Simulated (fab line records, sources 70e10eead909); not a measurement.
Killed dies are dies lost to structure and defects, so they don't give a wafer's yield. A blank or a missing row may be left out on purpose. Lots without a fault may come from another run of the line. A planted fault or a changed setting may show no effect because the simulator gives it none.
fab line records | flow nand_harc
record lots=6 wafers=17 last_day=32
route steps=1302 shown A_WL_FILL@956 END@1302
lots that met no fault: from a run of the same line without faults
start_h: hours from the record's first day to the start of the lot's first wafer shown | wait_h: hours since the lot's step before | " the same as in the row above | L1.1+2: a row that stands for several wafers | - no value, or no start given | * or withheld: withheld | < > ~ a bound
route shown NAME@n: a module of which the file shows steps, and the number in the route of the first | usual: mean/standard deviation of fault-free wafers | same: alike in all rows | chamber/n: place in a boat | sites: the reading at each site | _std_site: their standard deviation | _edge_site: outer sites' mean less inner sites' | radius_mm: how far each site lies from the wafer's centre | mask NAME#n: copy n | behind: the tool/chamber that last shaped the wafer | hold: why the lot was held/for how many hours/how that ended | device: the transistor (n, p or np) that didn't switch | end of line: the same wafers' tests at the end of the route | a step without rows: its recipe alone | killed: dies lost to structure and defects at the first sort, not the wafer's yield | map: a wafer's dies, x killed, . not, _ none there
set.NAME: the setting as run; set.NAME@STEP: as run at that earlier step | model.NAME: the simulator's own value behind a step, which no gauge read
lots at some steps of the route; a table a step, a row a wafer
services: from which hour (start_h, from the record's first day; less than 0 if before it) a tool's chamber was out of use, for how many hours, and why
## steps
# step NHARC_A_WL_FILL_CVD_03
# recipe target_thk_a=400 temp_c=300 pressure_torr=40 wf6_flow_sccm=40 h2_flow_sccm=1600 ar_flow_sccm=1560 time_s=279 material=W
# step NHARC_A_WL_FILL_ETCHBACK_04
# recipe target_depth_a=600 time_s=120 chemistry=NF3
# step NHARC_A_WL_FILL_ETCHBACK_05
# recipe target_depth_a=220 time_s=60 temp_c=40 chemistry=Cl2/BCl3
# usual drypump_motor_current_A=5.8/0.31 oes_product_au=0.999/0.01
# columns lot.wafer tool chamber start_h wait_h drypump_motor_current_A oes_product_au rf_hours_counter_h
L176.1 rie_metal-03 0 488.21 0.2 5.9 0.983 2.3
L176.2 " 1 " " 5.8 1.012 2.3
L176.3 " 0 " " 5.9 0.988 -
L173.2 rie_metal-03 0 491.71 0.2 5.9 0.999 2.5
L173.3 " 1 " " 5.8 1.005 -
L173.5 " 1 " " 5.9 1.010 -
L181.6 rie_metal-01 0 559.09 0.1 6.3 0.995 -
L181.5 " 1 " " 5.5 1.004 -
L182.4 rie_metal-01 1 574.19 0.2 5.5 0.984 -
L182.5 " 1 " " 5.5 1.007 -
L182.6 " 0 " " 6.3 0.999 -
L191.2 rie_metal-02 1 656.59 0.2 6.1 0.998 0.1
L191.6 " 0 " " 5.4 0.992 -
L191.5 " 1 " " 6.1 1.005 -
L193.3 rie_metal-03 0 660.89 0.1 5.9 1.015 -
L193.4 " 1 " " 5.8 1.002 -
L193.6 " 1 " " 5.8 0.998 -
# step NHARC_A_WL_FILL_STRIP_27
# recipe power_w=1500 temp_c=250 time_s=20 chemistry=N2/H2
# usual drypump_motor_current_A=5.80/0.24 heater_power_w=320/31
# columns lot.wafer tool chamber start_h wait_h drypump_motor_current_A heater_power_w rf_hours_counter_h
L176.1 plasma_asher-01 1 488.35 0.1 6.11 256 30
L176.2 " 0 " " 5.94 374 30
L176.3 " 0 " " 5.95 362 -
L173.2 plasma_asher-02 1 491.83 0.1 5.82 319 12
L173.3 " 1 " " 5.81 322 -
L173.5 " 1 " " 5.82 323 -
L181.6 plasma_asher-02 1 559.28 0.2 5.84 312 -
L181.5 " 0 " " 5.47 333 -
L182.4 plasma_asher-02 0 574.35 0.1 5.47 335 -
L182.6 " 0 " " 5.47 337 -
L182.5 " 1 " " 5.82 324 -
L191.2 plasma_asher-02 1 656.74 0.1 5.82 327 7
L191.5 " 0 " " 5.48 334 -
L191.6 " 1 " " 5.81 320 -
L193.3 plasma_asher-01 0 661.05 0.1 5.98 353 -
L193.4 " 1 " " 6.10 273 -
L193.6 " 1 " " 6.10 273 -
# step NHARC_A_WL_FILL_STRIP_28
# recipe time_s=1200 temp_c=72.5 chemistry=post_etch_residue_remover
# step NHARC_A_WL_FILL_PRECLEAN_06
# recipe time_s=300 chemistry=DIW
# step NHARC_A_WL_FILL_SRD_07
# step NHARC_A_WL_FILL_ANNEAL_08
# recipe temp_c=450 time_s=1800
# step NHARC_A_WL_FILL_ALD_10
# recipe target_thk_a=500 pulse_time_s=10 ald_cycles=500 temp_c=300 material=SiO2
# usual heater_power_w=484/42 precursor_pulse_height_rel=1.002/0.022
# same pulse_time_s=10
# columns lot.wafer tool chamber start_h wait_h heater_power_w precursor_pulse_height_rel
L176.1 ald_hk-02 2 493.31 0.4 504 0.992
L176.3 " 3 " " 434 1.018
L176.2 " 1 494.86 2.0 519 1.010
L173.2 ald_hk-02 2 498.26 1.1 488 0.999
L173.3 " 3 " " 420 0.990
L173.5 " 0 " " 559 1.011
L181.5 ald_hk-04 3 569.11 2.1 426 0.975
L181.6 " 0 " " 530 0.979
L182.4 ald_hk-02 3 577.50 0.0 412 0.953
L182.5 " 3 579.56 2.1 417 0.979
L182.6 " 0 " " 553 0.976
L191.2 ald_hk-02 1 663.16 1.6 485 1.021
L191.6 " 2 " " 487 0.999
L191.5 " 3 " " 404 1.004
L193.4 ald_hk-01 1 666.22 0.1 446 1.031
L193.3 " 0 667.75 1.6 529 0.948
L193.6 " 2 668.76 2.6 495 0.977
# step NHARC_A_WL_FILL_ETCHBACK_16
# recipe target_depth_a=1200 time_s=24 c4f8_flow_sccm=withheld o2_flow_sccm=8 ar_flow_sccm=withheld rf_w=600 bias_w=800 chemistry=C4F8/O2/Ar
# usual oes_product_au=0.97/0.034 rf_vpp_V=723/4.6
# columns lot.wafer tool chamber start_h wait_h oes_product_au rf_hours_counter_h rf_vpp_V
L176.1 rie_diel-04 1 - - 0.92 3.1 719
L176.2 " 2 " " 0.93 3.1 721
L176.3 " 3 " " 0.93 3.5 729
L173.2 rie_diel-08 1 - - 0.91 5.5 720
L173.3 " 2 " " 0.93 5.9 724
L173.5 " 1 " " 0.91 - 719
L181.6 rie_diel-08 0 - - 1.01 - 721
L181.5 " 1 " " 0.99 - 720
L182.4 rie_diel-04 0 - - 1.01 1.5 719
L182.5 " 3 " " 1.01 - 731
L182.6 " 0 " " 1.00 - 720
L191.2 rie_diel-08 1 - - 0.99 5.8 719
L191.6 " 0 " " 1.00 - 719
L191.5 " 1 " " 0.98 - 719
L193.3 rie_diel-08 1 - - 0.99 5.9 720
L193.4 " 3 " " 1.00 6.1 730
L193.6 " 1 " " 0.98 - 718
# step NHARC_A_WL_FILL_STRIP_29
# recipe time_s=20 o2_flow_sccm=500 ar_flow_sccm=0 bias_w=0 chemistry=O2
# usual drypump_motor_current_A=5.5/0.33 oes_product_au=0.998/0.011 rf_vpp_V=57.8/0.92 showerhead_plenum_p_Torr=3.53/0.16 throttle_valve_pct=17.037/0.0093
# columns lot.wafer tool chamber start_h wait_h drypump_motor_current_A oes_product_au rf_hours_counter_h rf_vpp_V showerhead_plenum_p_Torr throttle_valve_pct
L176.3 rie_diel-04 3 498.05 0.1 5.5 1.000 3.5 57.6 3.77 17.037
L176.1 " 0 " " 5.5 1.002 3.3 58.4 3.38 17.029
L176.2 " 2 " " 5.7 1.001 3.1 58.6 3.44 17.035
L173.3 rie_diel-08 0 501.99 0.1 5.7 1.024 5.9 57.9 3.38 17.035
L173.2 " 2 " " 5.1 1.008 5.9 58.5 3.55 17.043
L173.5 " 3 " " 5.5 1.001 - 58.4 3.77 17.040
L181.5 rie_diel-08 3 571.81 0.1 5.5 0.998 - 58.6 3.77 17.032
L181.6 " 0 " " 5.7 0.997 - 58.4 3.38 17.011
L182.4 rie_diel-04 0 582.24 0.1 5.6 0.995 1.6 58.3 3.37 17.029
L182.6 " 1 " " 5.7 0.989 - 56.7 3.44 17.026
L182.5 " 2 " " 5.7 0.988 - 56.5 3.44 17.038
L191.2 rie_diel-08 0 666.35 0.1 5.7 0.994 6.3 57.5 3.38 17.035
L191.6 " 1 " " 5.1 0.985 - 58.0 3.40 17.031
L191.5 " 2 " " 5.1 0.993 - 58.4 3.55 17.032
L193.3 rie_diel-08 2 670.92 0.1 5.1 1.002 4.9 59.0 3.55 17.037
L193.4 " 0 " " 5.7 0.996 6.5 56.5 3.38 17.034
L193.6 " 2 " " 5.1 1.007 - 57.0 3.55 17.041
# step NHARC_A_WL_FILL_ETCHBACK_17
# recipe target_depth_a=40 time_s=26.7 chemistry=Cl2/BCl3
# usual drypump_motor_current_A=5.8/0.34 oes_product_au=0.997/0.011
# columns lot.wafer tool chamber start_h wait_h drypump_motor_current_A oes_product_au rf_hours_counter_h
L176.2 rie_metal-01 1 498.13 - 5.5 0.994 1.6
L176.1 " 0 " " 6.3 0.979 1.6
L176.3 " 0 " " 6.2 0.974 -
L173.2 rie_metal-02 1 502.07 - 6.1 0.976 0.7
L173.3 " 0 " " 5.4 1.006 -
L173.5 " 1 " " 6.1 0.983 -
L181.5 rie_metal-02 1 571.97 - 6.1 0.819 -
L181.6 " 0 " " 5.3 0.848 -
L182.4 rie_metal-02 0 582.36 - 5.4 1.027 -
L182.5 " 0 " " 5.4 0.854 -
L182.6 " 1 " " 6.1 0.838 -
L191.2 rie_metal-01 1 666.43 - 5.5 0.988 1.5
L191.6 " 1 " " 5.5 1.001 -
L191.5 " 0 " " 6.3 0.989 -
L193.4 rie_metal-03 1 671.04 - 5.8 0.990 -
L193.3 " 0 " " 5.9 1.005 -
L193.6 " 1 " " 5.8 0.986 -
# step NHARC_A_WL_FILL_PRECLEAN_18
# recipe time_s=30 chemistry=dHF
# step NHARC_END_SORT_01
# recipe temp_c=25
# usual killed_at_array=57/18 killed_at_other=0.8/1 killed_at_periphery=3.9/2.8 killed_dies=62/18 killed_open=3.4/1.8 killed_short=2.2/1.6
# same gross_dies=677
# columns lot.wafer tool chamber start_h wait_h killed_at_array killed_at_other killed_at_periphery killed_dies killed_open killed_short
L181.5 prober-02 0 656.99 3.6 74 0 6 80 5 5
L181.6 prober-02 0 657.78 3.9 59 0 6 65 6 1
L182.6 prober-02 0 679.98 4.0 40 4 5 49 9 3
L191.2 prober-01 0 749.74 2.8 101 0 5 106 3 1
L191.5 prober-01 0 752.13 3.7 98 0 4 102 3 4
L191.6 prober-01 0 752.93 4.0 95 0 6 101 1 3
# killed by level:class
L181.5 A_CHANNEL_HOLE_D1:chamber_film_flake=44 A_CHANNEL_HOLE_D2:chamber_film_flake=16 A_CONTACT:chamber_film_flake=4 A_WL_FILL:geometric_particle:short=2 P_STI:chamber_film_flake=2 P_M2:chamber_film_flake=2 P_CONTACT:geometric_particle:open=1 A_CHANNEL_HOLE_D1:geometric_particle:short=1
L181.6 A_CHANNEL_HOLE_D1:chamber_film_flake=35 A_CHANNEL_HOLE_D2:chamber_film_flake=12 A_ONON_D2:geometric_particle:open=2 P_STI:chamber_film_flake=2 A_M0:geometric_particle:open=2 P_CONTACT:chamber_film_flake=2 A_SLIT:chamber_film_flake=2 A_CONTACT:chamber_film_flake=2
L182.6 A_SLIT:chamber_film_flake=21 THIN_TSV:chamber_film_flake=4 A_CONTACT:chamber_film_flake=4 A_CHANNEL_HOLE_D2:chamber_film_flake=3 P_CONTACT:geometric_particle:open=2 A_ONON_D2:geometric_particle:open=2 P_GATE:geometric_particle:open=1 A_ONON_D1:geometric_particle:short=1
L191.2 A_CHANNEL_HOLE_D1:chamber_film_flake=38 A_SLIT:chamber_film_flake=32 A_CHANNEL_HOLE_D2:chamber_film_flake=12 A_BONDPAD:chamber_film_flake=4 A_CONTACT:chamber_film_flake=3 P_GATE:chamber_film_flake=2 P_M1:chamber_film_flake=2 A_WL_FILL:chamber_film_flake=2
L191.5 A_CHANNEL_HOLE_D1:chamber_film_flake=40 A_SLIT:chamber_film_flake=19 A_CHANNEL_HOLE_D2:chamber_film_flake=12 A_BONDPAD:chamber_film_flake=9 A_CONTACT:chamber_film_flake=6 P_M1:chamber_film_flake=3 A_WL_FILL:chamber_film_flake=3 A_DECK1_JOINT:chamber_film_flake=2
L191.6 A_CHANNEL_HOLE_D1:chamber_film_flake=34 A_SLIT:chamber_film_flake=25 A_CHANNEL_HOLE_D2:chamber_film_flake=19 A_BONDPAD:chamber_film_flake=5 P_M1:chamber_film_flake=3 P_GATE:chamber_film_flake=2 A_M1:chamber_film_flake=2 A_CHANNEL_FILL_D2:chamber_film_flake=2
## services
# columns tool chamber start_h hours kind
rie_metal-01 - 473.44 1.4 repair
ald_hk-01 - 476.12 10.0 pm
rie_metal-03 - 519.00 9.0 pm
plasma_asher-01 - 519.07 9.0 pm
ald_hk-02 - 526.00 10.0 pm
rie_diel-08 3 527.26 5.5 repair
rie_diel-04 - 531.90 9.0 pm
rie_diel-08 - 544.80 9.0 pm
rie_diel-04 3 548.38 10.6 repair
rie_metal-01 - 575.00 9.0 pm
rie_diel-08 2 583.84 12.4 repair
rie_diel-08 - 597.60 1.2 repair
plasma_asher-02 - 603.17 9.0 pm
rie_metal-03 - 611.31 0.8 repair
ald_hk-02 - 611.73 1.0 repair
rie_metal-03 0 615.24 12.4 repair
plasma_asher-02 - 617.76 3.6 repair
ald_hk-01 - 628.23 1.6 repair
rie_metal-02 - 631.00 9.0 pm
plasma_asher-02 - 638.79 6.9 repair
rie_metal-03 0 639.72 4.7 repair
rie_diel-08 0 641.73 3.3 repair
rie_diel-08 3 649.00 5.8 repair
rie_metal-01 - 667.41 0.3 repair
## key
first_sign step=NHARC_A_WL_FILL_ETCHBACK_17 reading=oes_product_au direction=down sigmas=14 usual=0.997 struck=0.840
effect none on later readings
met_at NHARC_A_WL_FILL_ETCHBACK_17
struck_wafers L181.5,L181.6,L182.5,L182.6
tester_left_out L181,L182
onset_between 502.07 571.97
fault kind=process_parameter_drift tool=rie_metal-02 chamber=- onset_h=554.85 steps=NHARC_A_WL_FILL_ETCHBACK_17 channel=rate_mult offset=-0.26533 shape=step end_h=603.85 scope=struck_wafers_only
# tester_left_out: of these lots the tester's yield and bins aren't shown, on N5 and GAA mostly nor the transistor test; their killed dies are dies lost to structure and defects alone, not to doping, threshold or leakage, so they don't give the yield
